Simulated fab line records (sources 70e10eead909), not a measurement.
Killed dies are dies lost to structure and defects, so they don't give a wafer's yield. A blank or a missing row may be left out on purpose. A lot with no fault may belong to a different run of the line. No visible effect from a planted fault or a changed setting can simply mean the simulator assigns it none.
Which of the tools did it? | flow nandHarc | 6 lots with 18 wafers sampled at 5 steps, on a route of 1302 steps

== WHAT THE GAUGES SHOWED, per wafer ==
NHARC_A_CONTACT_INSPECT_10.
lot  | measured     | on               | rawDefectCount
L416 | day 23 19:20 | defectInspect-02 | 104 130 128
L422 | day 25 10:37 | defectInspect-02 | 1247 1234 1236
L428 | day 27 15:34 | defectInspect-01 | 90 102 84
L431 | day 29 05:20 | defectInspect-01 | 91 76 88
L435 | day 30 22:13 | defectInspect-01 | 64 82 68
L437 | day 31 09:58 | defectInspect-01 | 76 64 70

== EACH LOT AND THE TOOL THAT RAN IT (in order: tool; ch and the chambers of the sampled wafers; start) ==
lot  | NHARC_A_CONTACT_ETCH_126           | NHARC_A_CONTACT_ETCH_128           | NHARC_A_CONTACT_ETCH_91           | NHARC_A_CONTACT_DEP_85
L416 | harCapEtch-01 ch 0,1, day 23 10:57 | harCapEtch-01 ch 0,1, day 23 11:18 | rieDiel-05 ch 0,1, day 23 12:57   | pecvd-02 ch 1,2, day 23 18:32
L422 | harCapEtch-01 ch 0,1, day 25 02:46 | harCapEtch-01 ch 0,1, day 25 03:07 | rieDiel-10 ch 1,2,3, day 25 04:51 | pecvd-04 ch 0,2, day 25 09:47
L428 | harCapEtch-01 ch 0,1, day 27 09:40 | harCapEtch-01 ch 0,1, day 27 10:01 | rieDiel-03 ch 0,3, day 27 11:43   | pecvd-01 ch 1,2, day 27 14:52
L431 | harCapEtch-02 ch 0,1, day 28 23:31 | harCapEtch-02 ch 0,1, day 28 23:52 | rieDiel-05 ch 0,2,3, day 29 01:35 | pecvd-04 ch 1,2, day 29 04:32
L435 | harCapEtch-03 ch 0,1, day 30 15:40 | harCapEtch-03 ch 0,1, day 30 16:01 | rieDiel-05 ch 0,1,2, day 30 17:38 | pecvd-01 ch 0,2, day 30 21:22
L437 | harCapEtch-03 ch 0,1, day 31 03:00 | harCapEtch-03 ch 0,1, day 31 03:21 | rieDiel-05 ch 0,1,2, day 31 05:01 | pecvd-02 ch 0,2, day 31 09:07
- NHARC_A_CONTACT_ETCH_126: etches the open film in C4F8/O2/Ar, time 197 s, target depth 1918 nm.
- NHARC_A_CONTACT_ETCH_128: etches the open film in C4F8/O2/Ar, time 197 s, target depth 1918 nm.
- NHARC_A_CONTACT_ETCH_91: etches the open film in CH3F/O2, target depth 40 nm, time 85.7 s.
- NHARC_A_CONTACT_DEP_85: deposits SiON, target thk 60 nm.

== THE ANSWER, worked out from the rows above alone ==
Rule: what is usual is taken from the lots themselves. Put in order of their means at a reading, lots are off if they are a third of the lots or fewer, leave a main group of 4 or more, and stand apart from it by a gap of 3 or more times the standard deviation of the main group's means; of several such gaps the widest counts. A main group whose means are all the same, to the digits that the tables above print for the reading, isn't used. Also off: a lot with no number at a reading for which 4 or more lots have one. The other lots that the step has rows for count as sound.
Off, at NHARC_A_CONTACT_INSPECT_10 on rawDefectCount: L422. The main group: mean 88, standard deviation 18.
A tool fits if, at a process step before that reading, it ran every lot that is off, and no sound lot after the first of them. Gauges at NHARC_A_CONTACT_INSPECT_10: tried the same way as those tools. Can't be told from this: 2 tools fit, rieDiel-10 at NHARC_A_CONTACT_ETCH_91, defectInspect-02 at NHARC_A_CONTACT_INSPECT_10.

== WHAT HAD BEEN PUT IN BY THE SIMULATOR ==
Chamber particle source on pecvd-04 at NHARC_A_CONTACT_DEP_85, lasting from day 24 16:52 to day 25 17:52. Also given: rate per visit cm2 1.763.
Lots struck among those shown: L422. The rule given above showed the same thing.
